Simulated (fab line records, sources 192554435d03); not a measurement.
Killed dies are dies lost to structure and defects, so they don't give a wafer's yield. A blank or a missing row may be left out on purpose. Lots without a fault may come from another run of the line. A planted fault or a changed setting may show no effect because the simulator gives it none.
fab line records | flow n5_finfet
record lots=11 wafers=33 last_day=17
route steps=1938 shown BEOL_M2@918 TV_OPEN@1889 PASSIVATION@1928
lots that met no fault: from a run of the same line without faults
start_h: hours from the record's first day to the start of the lot's first wafer shown | wait_h: hours since the lot's step before | " the same as in the row above | L1.1+2: a row that stands for several wafers | - no value, or no start given | * or withheld: withheld | < > ~ a bound
route shown NAME@n: a module of which the file shows steps, and the number in the route of the first | usual: mean/standard deviation of fault-free wafers | same: alike in all rows | chamber/n: place in a boat | sites: the reading at each site | _std_site: their standard deviation | _edge_site: outer sites' mean less inner sites' | radius_mm: how far each site lies from the wafer's centre | mask NAME#n: copy n | behind: the tool/chamber that last shaped the wafer | hold: why the lot was held/for how many hours/how that ended | device: the transistor (n, p or np) that didn't switch | end of line: the same wafers' tests at the end of the route | a step without rows: its recipe alone | killed: dies lost to structure and defects at the first sort, not the wafer's yield | map: a wafer's dies, x killed, . not, _ none there
set.NAME: the setting as run; set.NAME@STEP: as run at that earlier step | model.NAME: the simulator's own value behind a step, which no gauge read
steps of the route over a sample of lots; a table a step, a row a wafer
services: from which hour (start_h, from the record's first day; less than 0 if before it) a tool's chamber was out of use, for how many hours, and why
## steps
# step N5_BEOL_M2_SPUTTER_94
# recipe material=Cu target_thk_a=45 temp_c=-20 chamber_pressure_pa=0.07 power_w=withheld time_s=8.29
# usual susceptor_temp_C=-20.01/0.1 throttle_valve_pct=29.7/1.2
# columns lot.wafer tool chamber start_h wait_h susceptor_temp_C throttle_valve_pct
L912.1 pvd_sputter-03 - 139.73 0.1 -19.98 27.6
L912.3 " - " " -20.04 30.0
L912.6 " - " " -20.06 28.9
L913.1 pvd_sputter-01 - 155.89 0.1 -20.00 28.3
L913.4 " - " " -19.92 31.9
L913.5 " - " " -20.01 30.4
L914.4 pvd_sputter-03 - 166.82 0.0 -19.95 27.7
L914.5 " - " " -20.12 28.9
L914.6 " - " " -19.84 30.2
L916.1 pvd_sputter-03 - 168.72 0.1 -20.24 29.0
L916.5 " - " " -20.10 28.9
L916.6 " - " " -19.86 30.1
L917.1 pvd_sputter-01 - 172.85 0.1 -19.99 28.0
L917.4 " - " " -19.98 31.6
L917.5 " - " " -19.91 31.8
L918.3 pvd_sputter-03 - 184.39 0.1 -19.80 27.4
L918.4 " - " " -19.92 29.2
L918.5 " - " " -19.83 29.3
L920.3 pvd_sputter-03 - 191.16 0.1 -19.98 30.0
L920.5 " - " " -20.00 27.6
L920.6 " - " " -20.00 29.4
L930.1 pvd_sputter-01 - 255.86 0.1 -19.93 30.6
L930.2 " - " " -19.99 31.7
L930.3 " - " " -20.04 30.0
L933.2 pvd_sputter-03 - 262.37 0.1 -19.80 27.6
L933.5 " - " " -19.89 27.5
L933.6 " - " " -19.86 29.4
L934.2 pvd_sputter-01 - 274.83 0.1 -19.88 30.3
L934.4 " - " " -19.88 31.9
L934.5 " - " " -20.05 32.0
L935.3 pvd_sputter-01 - 278.09 0.1 -20.01 28.2
L935.4 " - " " -20.14 32.1
L935.5 " - " " -20.04 31.8
# step N5_PASSIVATION_STRIP_14
# recipe chemistry=O2 power_w=600 temp_c=60 pressure_mtorr=30 rf_frequency_hz=6e+07 bias_power_w=0 overash_fraction=0.5 o2_flow_sccm=225
# usual drypump_motor_current_A=5.8/0.53 oes_product_au=0.81/0.081 rf_vpp_V=3.8/0.89 showerhead_plenum_p_Torr=2.07/0.063 temp_c=59.99/0.11 throttle_valve_pct=16.56/0.27
# same bias_power_w=0
# columns lot.wafer tool chamber start_h wait_h drypump_motor_current_A oes_product_au rf_hours_counter_h rf_vpp_V showerhead_plenum_p_Torr temp_c throttle_valve_pct
L912.1 rie_diel-03 0 260.74 0.1 6.5 0.96 8 4.3 2.04 60.06 16.32
L912.3 " 1 " " 4.7 0.87 53 2.7 2.04 60.11 16.71
L912.6 " 1 " " 4.7 0.87 - 4.7 2.04 60.03 16.70
L913.1 rie_diel-03 2 280.58 0.1 5.2 0.69 231 3.3 2.08 59.88 16.90
L913.4 " 3 " " 6.4 0.85 54 2.9 2.02 60.00 16.11
L913.5 " 0 " " 6.5 0.93 - 5.2 2.04 60.16 16.30
L916.1 rie_diel-01 0 286.95 0.1 6.0 0.72 190 3.5 2.10 60.05 16.97
L916.5 " 1 " " 5.7 0.94 - 3.8 2.23 60.12 16.34
L916.6 " 2 " " 5.6 0.83 - 4.1 2.04 59.97 16.56
L914.4 rie_diel-05 0 287.15 0.1 6.5 0.77 135 3.0 2.02 59.83 16.86
L914.5 " 0 " " 6.4 0.76 - 4.1 2.02 59.88 16.82
L914.6 " 1 " " 5.4 0.80 - 3.6 2.10 60.12 16.32
L917.1 rie_diel-05 0 297.75 0.1 6.4 0.77 139 4.3 2.02 59.99 16.82
L917.4 " 2 " " 5.7 0.82 83 4.1 2.10 59.90 16.19
L917.5 " 0 " " 6.4 0.76 - 4.0 2.02 59.79 16.84
L920.3 rie_diel-05 1 305.34 0.1 5.4 0.77 90 2.8 2.10 59.99 16.35
L920.5 " 2 " " 5.7 0.81 - 3.5 2.10 59.83 16.20
L920.6 " 3 " " 5.5 0.89 - 2.5 2.12 59.95 16.55
L918.3 rie_diel-01 2 307.70 0.1 5.6 0.83 78 2.9 2.03 59.96 16.60
L918.4 " 0 " " 6.0 0.71 197 2.9 2.10 60.22 16.96
L918.5 " 3 " " 6.3 0.72 - 6.2 1.98 60.05 16.51
L930.1 rie_diel-01 2 370.30 0.1 5.7 0.82 97 2.9 2.03 60.09 16.61
L930.2 " 1 " " 5.7 0.88 34 3.7 2.22 59.85 16.37
L930.3 " 0 " " 6.0 0.68 217 2.7 2.09 60.10 16.98
L935.3 rie_diel-03 2 396.02 0.1 5.2 0.94 13 5.3 2.06 59.90 16.48
L935.4 " 0 " " 6.5 0.86 50 5.1 2.03 60.01 16.43
L935.5 " 2 " " 5.2 0.93 - 3.1 2.06 59.83 16.50
L933.2 rie_diel-01 2 400.78 0.1 5.6 0.80 107 4.4 2.03 59.97 16.59
L933.5 " 0 " " 6.0 0.68 - 4.6 2.09 59.87 17.02
L933.6 " 3 " " 6.3 0.70 - 4.6 1.97 60.11 16.57
L934.2 rie_diel-01 3 401.26 0.1 6.3 0.69 194 4.2 1.97 60.46 16.55
L934.4 " 0 " " 6.0 0.67 229 4.1 2.09 60.01 17.00
L934.5 " 1 " " 5.7 0.86 - 5.5 2.21 59.89 16.36
# step N5_PASSIVATION_DESCUM_46
# recipe chemistry=O2 time_s=7.9 source_power_w=50 bias_power_w=20 pressure_mtorr=20 rf_frequency_hz=2.712e+07 temp_c=40 o2_flow_sccm=225
# usual bias_power_w=20.00/0.067 drypump_motor_current_A=5.6/0.37 oes_product_au=0.81/0.089 rf_fwd_power_W=49.42/0.22 rf_vpp_V=242.7/1.3 showerhead_plenum_p_Torr=2.06/0.073 temp_c=39.99/0.11 throttle_valve_pct=20.43/0.22
# columns lot.wafer tool chamber start_h wait_h bias_power_w drypump_motor_current_A oes_product_au rf_fwd_power_W rf_hours_counter_h rf_vpp_V showerhead_plenum_p_Torr temp_c throttle_valve_pct
L912.1 rie_diel-04 1 264.56 0.2 19.87 5.1 0.74 49.47 183 241.8 1.98 39.96 20.70
L912.3 " 2 " " 20.02 6.0 0.69 49.31 238 243.7 2.05 39.76 20.44
L912.6 " 3 " " 20.04 5.5 0.75 49.57 - 241.0 2.02 40.04 20.58
L913.1 rie_diel-06 0 283.61 0.0 19.99 5.7 0.90 49.69 30 242.0 2.03 39.89 20.14
L913.4 " 2 " " 20.01 5.5 0.71 49.38 - 244.2 2.07 39.91 20.78
L913.5 " 1 " " 20.00 6.2 0.85 49.32 - 242.4 2.01 40.12 20.48
L916.1 rie_diel-04 3 290.37 0.0 20.03 5.5 0.74 49.51 157 241.6 2.02 40.03 20.60
L916.5 " 1 " " 20.04 5.1 0.74 49.57 - 241.9 1.97 40.11 20.67
L916.6 " 3 " " 20.01 5.5 0.74 49.37 - 240.8 2.02 39.82 20.59
L914.4 rie_diel-04 2 290.98 0.3 20.13 6.0 0.68 49.66 - 242.6 2.05 39.89 20.44
L914.5 " 3 " " 20.10 5.5 0.74 49.27 - 242.7 2.02 39.92 20.59
L914.6 " 1 " " 20.00 5.1 0.73 49.25 - 239.9 1.97 39.93 20.70
L917.1 rie_diel-06 1 302.88 0.0 20.03 6.2 0.83 49.42 84 241.4 2.00 39.81 20.49
L917.4 " 0 " " 20.02 5.7 0.87 49.84 38 241.2 2.03 40.03 20.15
L917.5 " 2 " " 20.04 5.5 0.70 49.84 - 243.1 2.07 39.80 20.79
L920.3 rie_diel-06 3 309.78 0.0 19.91 5.5 0.79 49.13 112 242.2 2.02 40.06 20.37
L920.5 " 0 " " 20.00 5.7 0.89 49.58 - 243.4 2.03 40.10 20.14
L920.6 " 1 " " 20.06 6.2 0.84 49.16 - 242.0 2.00 39.95 20.50
L918.3 rie_diel-06 0 310.77 0.0 19.89 5.7 0.88 49.43 42 243.1 2.03 40.14 20.15
L918.4 " 1 " " 20.00 6.2 0.84 49.52 87 243.3 2.00 40.06 20.49
L918.5 " 0 " " 19.94 5.7 0.88 49.31 - 241.8 2.03 40.04 20.15
L930.1 rie_diel-04 0 374.47 0.3 20.07 6.1 0.89 49.72 25 243.2 2.16 39.91 20.35
L930.2 " 1 " " 19.96 5.1 0.70 49.38 226 242.2 1.96 40.01 20.74
L930.3 " 3 " " 19.87 5.5 0.71 49.65 189 241.3 2.01 40.17 20.64
L935.3 rie_diel-02 2 401.89 1.6 20.04 4.8 0.95 49.21 9 244.2 2.15 39.95 20.26
L935.4 " 1 " " 19.89 5.7 0.91 49.29 27 244.5 2.22 39.98 20.05
L935.5 " 0 " " 19.89 5.9 0.89 49.01 - 244.4 2.14 39.98 20.33
L933.2 rie_diel-02 0 410.36 2.9 20.01 5.9 0.86 49.38 53 244.0 2.14 39.98 20.36
L933.5 " 1 " " 19.94 5.7 0.90 49.29 - 246.8 2.21 39.92 20.07
L933.6 " 2 " " 20.05 4.8 0.92 49.10 - 244.7 2.15 39.96 20.27
L934.2 rie_diel-02 1 412.33 4.3 19.89 5.7 0.90 49.11 32 245.6 2.21 39.58 20.05
L934.4 " 0 " " 19.93 5.9 0.88 48.96 54 243.6 2.14 40.12 20.33
L934.5 " 0 " " 19.97 5.9 0.88 48.91 - 243.6 2.14 40.05 20.35
# step N5_PASSIVATION_PROBE_49
# usual defect_limited_yield=91.3/1.5 killed_at_M0_to_M3=35/8.7 killed_at_M4_up=14/5.5 killed_at_contacts=11/5.6 killed_at_front_end=39/13 killed_at_other=3.7/2.2 killed_dies=103/18 killed_on_rim=14/4.4 killed_open=69/14 killed_short=33/7.8 sort_bin_4_leakage=0.02/0.15 sort_bin_5_function=5.1/0.99 sort_bin_6_memory=3.3/0.67 sort_bin_8_speed=0.02/0.17 sort_n_pass=1077/18 sort_yield_pct=91.2/1.5
# same gross_dies=1180 killed_at_back_side=0
# columns lot.wafer tool chamber start_h wait_h defect_limited_yield[%] killed_at_M0_to_M3 killed_at_M4_up killed_at_contacts killed_at_front_end killed_at_other killed_dies killed_on_rim killed_open killed_short sort_bin_4_leakage[%] sort_bin_5_function[%] sort_bin_6_memory[%] sort_bin_8_speed[%] sort_n_pass sort_yield_pct[%]
L912.1 prober-02 - 267.61 0.0 91.4 41 14 16 25 5 101 6 63 34 0 5.4 3.0 0 1079 91.4
L912.3 prober-02 - 267.71 0.1 90.9 35 13 22 36 1 107 16 84 21 0 4.9 4.0 0.08 1073 90.9
L912.6 prober-02 - 267.86 0.3 89.5 53 14 14 39 4 124 16 89 30 0 6.0 3.7 0 1056 89.5
L913.1 prober-02 - 286.73 0.0 90.6 40 7 13 46 5 111 18 76 33 0 5.1 3.7 0 1069 90.6
L913.4 prober-02 - 286.88 0.2 90.6 37 16 10 43 5 111 17 73 37 0 5.3 3.8 0 1069 90.6
L913.5 prober-02 - 286.93 0.2 90.4 14 5 27 63 4 113 28 73 38 0 5.6 3.7 0 1067 90.4
L916.1 prober-02 - 293.41 0.0 91.4 38 20 5 31 7 101 13 64 37 0 5.2 3.1 0 1079 91.4
L916.5 prober-02 - 293.61 0.2 92.6 33 8 13 29 4 87 9 62 24 0 3.7 3.1 0 1093 92.6
L916.6 prober-02 - 293.66 0.3 93.0 31 10 10 26 6 83 9 65 17 0 4.1 2.6 0 1097 93.0
L914.4 prober-01 - 294.20 0.2 91.7 42 13 10 32 1 98 11 65 33 0 5.2 2.8 0 1082 91.7
L914.5 prober-01 - 294.25 0.2 90.8 42 12 12 34 8 108 21 70 37 0 5.3 3.7 0 1072 90.8
L914.6 prober-01 - 294.30 0.3 89.8 46 8 13 48 5 120 15 76 42 0 6.3 3.1 0 1060 89.8
L917.1 prober-02 - 305.94 0.0 93.3 34 14 3 26 2 79 6 56 21 0 3.0 3.2 0 1101 93.3
L917.4 prober-02 - 306.09 0.2 92.4 34 17 6 28 5 90 10 59 31 0.17 4.2 2.7 0 1088 92.2
L917.5 prober-02 - 306.14 0.2 92.3 45 6 2 37 1 91 16 68 23 0 4.8 2.8 0 1089 92.3
L920.3 prober-01 - 312.96 0.1 86.2 90 26 23 19 5 163 30 68 33 0 8.3 3.6 0 1017 86.2
L920.5 prober-01 - 313.06 0.2 82.6 137 19 13 31 5 205 24 69 28 0 12.0 3.2 0 975 82.6
L920.6 prober-01 - 313.11 0.3 88.0 83 11 21 27 0 142 20 61 23 0 7.0 3.5 0 1038 88.0
L918.3 prober-02 - 313.95 0.1 80.6 168 9 5 45 2 229 31 71 33 0 13.1 4.9 0 951 80.6
L918.4 prober-02 - 314.00 0.2 88.5 80 8 12 32 4 136 27 55 38 0 6.8 3.2 0 1044 88.5
L918.5 prober-02 - 314.05 0.2 88.4 94 12 2 21 8 137 23 58 30 0 7.1 3.2 0 1043 88.4
L930.1 prober-02 - 377.61 0.0 89.4 52 12 12 45 4 125 14 64 58 0 5.6 4.6 0 1055 89.4
L930.2 prober-02 - 377.66 0.1 92.6 37 8 9 28 5 87 13 49 36 0 4.3 2.8 0 1093 92.6
L930.3 prober-02 - 377.71 0.1 91.0 37 15 20 27 7 106 17 69 35 0 5.2 3.4 0 1074 91.0
L935.3 prober-01 - 405.04 0.1 89.2 34 13 15 63 3 128 18 88 39 0 6.3 4.4 0 1052 89.2
L935.4 prober-01 - 405.09 0.2 91.2 31 19 8 45 1 104 12 65 36 0 5.4 2.9 0 1076 91.2
L935.5 prober-01 - 405.14 0.2 88.8 37 22 20 50 3 132 23 90 37 0 6.8 4.3 0 1048 88.8
L933.2 prober-01 - 413.45 0.1 90.9 31 18 18 39 1 107 12 77 26 0 5.2 3.6 0 1073 90.9
L933.5 prober-01 - 413.60 0.2 90.7 36 9 25 37 3 110 18 85 24 0 5.6 3.5 0 1070 90.7
L933.6 prober-01 - 413.65 0.3 93.3 30 8 12 29 0 79 12 44 34 0 3.2 3.1 0 1101 93.3
L934.2 prober-02 - 415.42 0.1 90.4 24 26 7 54 2 113 19 77 29 0 5.1 3.9 0 1067 90.4
L934.4 prober-02 - 415.52 0.2 90.8 27 11 7 61 2 108 18 74 32 0 5.8 3.1 0 1072 90.8
L934.5 prober-02 - 415.57 0.2 90.4 30 22 10 44 7 113 13 82 31 0 6.0 3.3 0 1067 90.4
# killed by level:class
L912.1 BEOL_M0_SAQP:geometric_particle:short=15 MOL_CONTACT_COAG:geometric_particle:open=14 BEOL_M3:geometric_particle:open=10 BEOL_M4:geometric_particle:open=9 BEOL_M0_SAQP:geometric_particle:open=8 FIN_SAQP:geometric_particle:open=5 STI_FIN_REVEAL:geometric_particle:open=5 STARTING-WAFER:geometric_particle:short=4
L912.3 MOL_CONTACT_COAG:geometric_particle:open=22 STI_FIN_REVEAL:geometric_particle:open=14 BEOL_M0_SAQP:geometric_particle:open=11 BEOL_M2:geometric_particle:open=10 FIN_SAQP:geometric_particle:open=6 BEOL_M0_SAQP:geometric_particle:short=6 GATE_CUT:geometric_particle:open=3 BEOL_M5:geometric_particle:open=3
L912.6 BEOL_M2:geometric_particle:open=17 MOL_CONTACT_COAG:geometric_particle:open=13 STI_FIN_REVEAL:geometric_particle:open=11 BEOL_M0_SAQP:geometric_particle:open=11 BEOL_M0_SAQP:geometric_particle:short=9 BEOL_M4:geometric_particle:open=8 BEOL_M3:geometric_particle:open=7 FIN_SAQP:geometric_particle:open=5
L913.1 STI_FIN_REVEAL:geometric_particle:open=20 MOL_CONTACT_COAG:geometric_particle:open=12 BEOL_M0_SAQP:geometric_particle:short=10 FIN_SAQP:geometric_particle:short=7 BEOL_M1:geometric_particle:open=7 BEOL_M2:geometric_particle:open=7 FIN_SAQP:geometric_particle:open=5 BEOL_M3:geometric_particle:open=5
L913.4 BEOL_M2:geometric_particle:open=13 FIN_SAQP:geometric_particle:open=11 MOL_CONTACT_COAG:geometric_particle:open=10 BEOL_M0_SAQP:geometric_particle:open=9 BEOL_M4:geometric_particle:open=8 FIN_SAQP:geometric_particle:short=7 STI_FIN_REVEAL:geometric_particle:open=7 DUMMY_GATE:geometric_particle:open=5
L913.5 MOL_CONTACT_COAG:geometric_particle:open=20 STI_FIN_REVEAL:geometric_particle:open=16 FIN_SAQP:geometric_particle:short=13 FIN_SAQP:geometric_particle:open=11 MOL_CONTACT_COAG:geometric_particle:short=7 DUMMY_GATE:geometric_particle:open=6 GATE_CUT:geometric_particle:short=3 BEOL_M0_SAQP:geometric_particle:open=3
L916.1 BEOL_M2:geometric_particle:open=13 FIN_SAQP:geometric_particle:open=8 FIN_SAQP:geometric_particle:short=7 BEOL_M0_SAQP:geometric_particle:short=7 BEOL_M0_SAQP:geometric_particle:open=7 BEOL_M4:geometric_particle:open=6 BEOL_M3:geometric_particle:open=5 BEOL_M4:geometric_particle:short=5
L916.5 STI_FIN_REVEAL:geometric_particle:open=12 MOL_CONTACT_COAG:geometric_particle:open=10 BEOL_M0_SAQP:geometric_particle:short=9 BEOL_M2:geometric_particle:open=8 BEOL_M0_SAQP:geometric_particle:open=6 BEOL_M3:geometric_particle:open=6 BEOL_M4:geometric_particle:open=4 FIN_SAQP:geometric_particle:short=3
L916.6 BEOL_M3:geometric_particle:open=13 MOL_CONTACT_COAG:geometric_particle:open=10 STI_FIN_REVEAL:geometric_particle:open=8 DUMMY_GATE:geometric_particle:open=6 BEOL_M0_SAQP:geometric_particle:open=5 BEOL_M0_SAQP:geometric_particle:short=5 FIN_CUT:geometric_particle:open=3 BEOL_M2:geometric_particle:open=3
L914.4 BEOL_M0_SAQP:geometric_particle:short=14 BEOL_M0_SAQP:geometric_particle:open=10 BEOL_M3:geometric_particle:open=9 FIN_SAQP:geometric_particle:open=8 GATE_CUT:geometric_particle:open=7 MOL_CONTACT_COAG:geometric_particle:open=6 FIN_SAQP:geometric_particle:short=5 BEOL_M4:geometric_particle:open=5
L914.5 BEOL_M0_SAQP:geometric_particle:open=17 BEOL_M0_SAQP:geometric_particle:short=13 MOL_CONTACT_COAG:geometric_particle:open=10 DUMMY_GATE:geometric_particle:open=8 STI_FIN_REVEAL:geometric_particle:open=6 FIN_SAQP:geometric_particle:short=5 BEOL_M3:geometric_particle:open=5 FIN_SAQP:geometric_particle:open=3
L914.6 BEOL_M0_SAQP:geometric_particle:short=13 STI_FIN_REVEAL:geometric_particle:open=12 MOL_CONTACT_COAG:geometric_particle:open=10 BEOL_M0_SAQP:geometric_particle:open=9 BEOL_M3:geometric_particle:open=9 GATE_CUT:geometric_particle:open=8 GATE_CUT:geometric_particle:short=7 BEOL_M1:geometric_particle:open=6
L917.1 BEOL_M3:geometric_particle:open=9 BEOL_M2:geometric_particle:open=8 STI_FIN_REVEAL:geometric_particle:open=6 BEOL_M4:geometric_particle:open=6 BEOL_M0_SAQP:geometric_particle:short=5 GATE_CUT:geometric_particle:open=4 BEOL_M0:geometric_particle:open=4 BEOL_M0:geometric_particle:short=4
L917.4 BEOL_M4:geometric_particle:open=12 GATE_CUT:geometric_particle:short=8 BEOL_M0_SAQP:geometric_particle:short=8 MOL_CONTACT_COAG:geometric_particle:open=6 STI_FIN_REVEAL:geometric_particle:open=5 BEOL_M0_SAQP:geometric_particle:open=5 BEOL_M1:geometric_particle:open=5 BEOL_M2:geometric_particle:open=5
L917.5 STI_FIN_REVEAL:geometric_particle:open=14 BEOL_M1:geometric_particle:open=10 BEOL_M2:geometric_particle:open=9 BEOL_M0_SAQP:geometric_particle:open=7 BEOL_M3:geometric_particle:open=6 STARTING-WAFER:geometric_particle:open=6 FIN_SAQP:geometric_particle:short=4 GATE_CUT:geometric_particle:short=4
L920.3 BEOL_M2:unspecified=62 MOL_CONTACT_COAG:geometric_particle:open=17 BEOL_M1:geometric_particle:open=8 BEOL_M4:geometric_particle:open=8 GATE_CUT:geometric_particle:short=6 MOL_CONTACT_COAG:geometric_particle:short=6 BEOL_M0_SAQP:geometric_particle:open=6 BEOL_M0_SAQP:geometric_particle:short=5
L920.5 BEOL_M2:unspecified=108 BEOL_M2:geometric_particle:open=12 MOL_CONTACT_COAG:geometric_particle:open=9 BEOL_M1:geometric_particle:open=6 BEOL_M5:geometric_particle:open=6 STI_FIN_REVEAL:geometric_particle:open=5 DUMMY_GATE:geometric_particle:open=5 BEOL_M4:geometric_particle:open=5
L920.6 BEOL_M2:unspecified=58 MOL_CONTACT_COAG:geometric_particle:open=18 BEOL_M1:geometric_particle:open=11 FIN_SAQP:geometric_particle:short=5 DUMMY_GATE:geometric_particle:open=5 STI_FIN_REVEAL:geometric_particle:open=4 BEOL_M1:geometric_particle:short=4 BEOL_M2:geometric_particle:open=4
L918.3 BEOL_M2:unspecified=125 BEOL_M1:geometric_particle:open=21 FIN_SAQP:geometric_particle:short=11 STI_FIN_REVEAL:geometric_particle:open=10 BEOL_M3:geometric_particle:open=7 FIN_SAQP:geometric_particle:open=6 MOL_CONTACT_COAG:geometric_particle:open=5 DUMMY_GATE:geometric_particle:open=5
L918.4 BEOL_M2:unspecified=43 BEOL_M0_SAQP:geometric_particle:short=10 MOL_CONTACT_COAG:geometric_particle:open=10 FIN_SAQP:geometric_particle:short=9 BEOL_M1:geometric_particle:open=7 FIN_SAQP:geometric_particle:open=6 BEOL_M0_SAQP:geometric_particle:open=5 BEOL_M1:geometric_particle:short=5
L918.5 BEOL_M2:unspecified=49 BEOL_M1:geometric_particle:open=17 BEOL_M0_SAQP:geometric_particle:short=9 BEOL_M4:geometric_particle:open=9 BEOL_M3:geometric_particle:open=5 PAD_METAL:geometric_particle:short=4 FIN_SAQP:geometric_particle:open=3 DUMMY_GATE:geometric_particle:open=3
L930.1 BEOL_M0_SAQP:geometric_particle:short=14 MOL_CONTACT_COAG:geometric_particle:open=9 BEOL_M2:geometric_particle:open=9 FIN_SAQP:geometric_particle:short=8 GATE_CUT:geometric_particle:short=8 BEOL_M0_SAQP:geometric_particle:open=7 BEOL_M1:geometric_particle:open=7 BEOL_M3:geometric_particle:open=6
L930.2 BEOL_M0_SAQP:geometric_particle:short=11 BEOL_M0_SAQP:geometric_particle:open=11 STI_FIN_REVEAL:geometric_particle:open=8 MOL_CONTACT_COAG:geometric_particle:open=7 FIN_SAQP:geometric_particle:short=6 BEOL_M2:geometric_particle:open=5 BEOL_M2:geometric_particle:short=4 DUMMY_GATE:geometric_particle:short=3
L930.3 MOL_CONTACT_COAG:geometric_particle:open=15 BEOL_M0_SAQP:geometric_particle:short=12 BEOL_M2:geometric_particle:open=7 BEOL_M4:geometric_particle:open=7 DUMMY_GATE:geometric_particle:open=6 BEOL_M0_SAQP:geometric_particle:open=6 GATE_CUT:geometric_particle:short=5 MOL_CONTACT_COAG:geometric_particle:short=5
L935.3 FIN_SAQP:geometric_particle:open=25 MOL_CONTACT_COAG:geometric_particle:open=14 STI_FIN_REVEAL:geometric_particle:open=13 FIN_SAQP:geometric_particle:short=12 BEOL_M0_SAQP:geometric_particle:open=12 BEOL_M3:geometric_particle:open=6 BEOL_M0_SAQP:geometric_particle:short=5 BEOL_M4:geometric_particle:open=5
L935.4 FIN_SAQP:geometric_particle:open=12 BEOL_M0_SAQP:geometric_particle:short=7 BEOL_M4:geometric_particle:open=7 MOL_CONTACT_COAG:geometric_particle:open=6 GATE_CUT:geometric_particle:short=5 BEOL_M0_SAQP:geometric_particle:open=5 BEOL_M0:geometric_particle:short=5 GATE_CUT:geometric_particle:open=4
L935.5 FIN_SAQP:geometric_particle:open=16 MOL_CONTACT_COAG:geometric_particle:open=15 FIN_SAQP:geometric_particle:short=12 BEOL_M0_SAQP:geometric_particle:open=11 BEOL_M4:geometric_particle:open=10 STI_FIN_REVEAL:geometric_particle:open=10 BEOL_M1:geometric_particle:open=7 BEOL_M0_SAQP:geometric_particle:short=5
L933.2 MOL_CONTACT_COAG:geometric_particle:open=16 BEOL_M4:geometric_particle:open=11 FIN_SAQP:geometric_particle:open=8 BEOL_M3:geometric_particle:open=8 BEOL_M2:geometric_particle:open=7 DUMMY_GATE:geometric_particle:open=5 GATE_CUT:geometric_particle:short=4 FIN_SAQP:geometric_particle:short=4
L933.5 MOL_CONTACT_COAG:geometric_particle:open=21 FIN_SAQP:geometric_particle:open=17 BEOL_M3:geometric_particle:open=11 BEOL_M2:geometric_particle:open=8 BEOL_M4:geometric_particle:open=6 FIN_SAQP:geometric_particle:short=5 SPACER0:geometric_particle:open=4 MOL_CONTACT_COAG:geometric_particle:short=4
L933.6 BEOL_M0_SAQP:geometric_particle:short=10 MOL_CONTACT_COAG:geometric_particle:open=8 BEOL_M3:geometric_particle:open=7 FIN_SAQP:geometric_particle:open=5 FIN_SAQP:geometric_particle:short=5 STARTING-WAFER:geometric_particle:short=5 STI_FIN_REVEAL:geometric_particle:open=4 MOL_CONTACT_COAG:geometric_particle:short=4
L934.2 FIN_SAQP:geometric_particle:open=20 BEOL_M4:geometric_particle:open=10 FIN_SAQP:geometric_particle:short=8 BEOL_M3:geometric_particle:open=7 MOL_CONTACT_COAG:geometric_particle:open=6 HKMG_FIN:area_etch=5 STI_FIN_REVEAL:geometric_particle:open=4 BEOL_M2:geometric_particle:open=4
L934.4 STI_FIN_REVEAL:geometric_particle:open=29 DUMMY_GATE:geometric_particle:open=6 MOL_CONTACT_COAG:geometric_particle:open=6 BEOL_M1:geometric_particle:open=5 BEOL_M3:geometric_particle:open=5 BEOL_M3:geometric_particle:short=5 BEOL_M4:geometric_particle:open=5 STARTING-WAFER:geometric_particle:short=5
L934.5 BEOL_M4:geometric_particle:open=16 STI_FIN_REVEAL:geometric_particle:open=14 MOL_CONTACT_COAG:geometric_particle:open=10 FIN_SAQP:geometric_particle:open=9 GATE_CUT:geometric_particle:short=9 BEOL_M1:geometric_particle:open=9 BEOL_M0_SAQP:geometric_particle:short=7 BEOL_M0_SAQP:geometric_particle:open=6
## services
# columns tool chamber start_h hours kind
rie_diel-01 2 125.19 5.3 repair
rie_diel-03 3 130.46 6.6 repair
rie_diel-06 2 148.52 29.0 repair
rie_diel-05 3 157.68 15.8 repair
pvd_sputter-01 - 166.67 1.7 repair
rie_diel-02 3 166.84 4.9 repair
rie_diel-02 - 177.25 2.8 pm
rie_diel-02 0 197.42 3.8 repair
rie_diel-05 3 215.50 3.4 repair
rie_diel-05 1 223.62 5.1 repair
rie_diel-06 0 247.66 11.7 repair
rie_diel-01 3 248.54 4.6 repair
rie_diel-03 - 271.79 0.6 repair
rie_diel-04 3 275.02 10.0 repair
pvd_sputter-03 - 277.53 2.1 repair
rie_diel-06 3 280.34 5.1 repair
rie_diel-05 2 312.96 1.2 repair
rie_diel-05 0 325.26 13.9 repair
rie_diel-05 1 332.19 21.8 repair
rie_diel-01 1 350.76 4.5 repair
rie_diel-03 3 355.96 5.1 repair
rie_diel-04 2 361.65 6.5 repair
rie_diel-04 - 401.02 14.6 pm
rie_diel-01 1 402.86 5.9 repair
## key
first_sign step=N5_PASSIVATION_PROBE_49 reading=killed_at_M0_to_M3 direction=up sigmas=8.5 usual=35 struck=109
effect step=N5_PASSIVATION_PROBE_49 reading=killed_dies direction=up sigmas=3.7 usual=103 struck=169
more_kills_born_at N5_BEOL_M2_SPUTTER_94@pvd_sputter-03=445
met_at N5_BEOL_M2_SPUTTER_94
struck_lots L918,L920
not_acting_at N5_PASSIVATION_STRIP_14,N5_PASSIVATION_DESCUM_46
onset_between 168.72 184.39
fault kind=chamber_particle_source tool=pvd_sputter-03 chamber=- onset_h=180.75 steps=N5_BEOL_M2_SPUTTER_94 rate_per_visit_cm2=0.83668 end_h=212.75
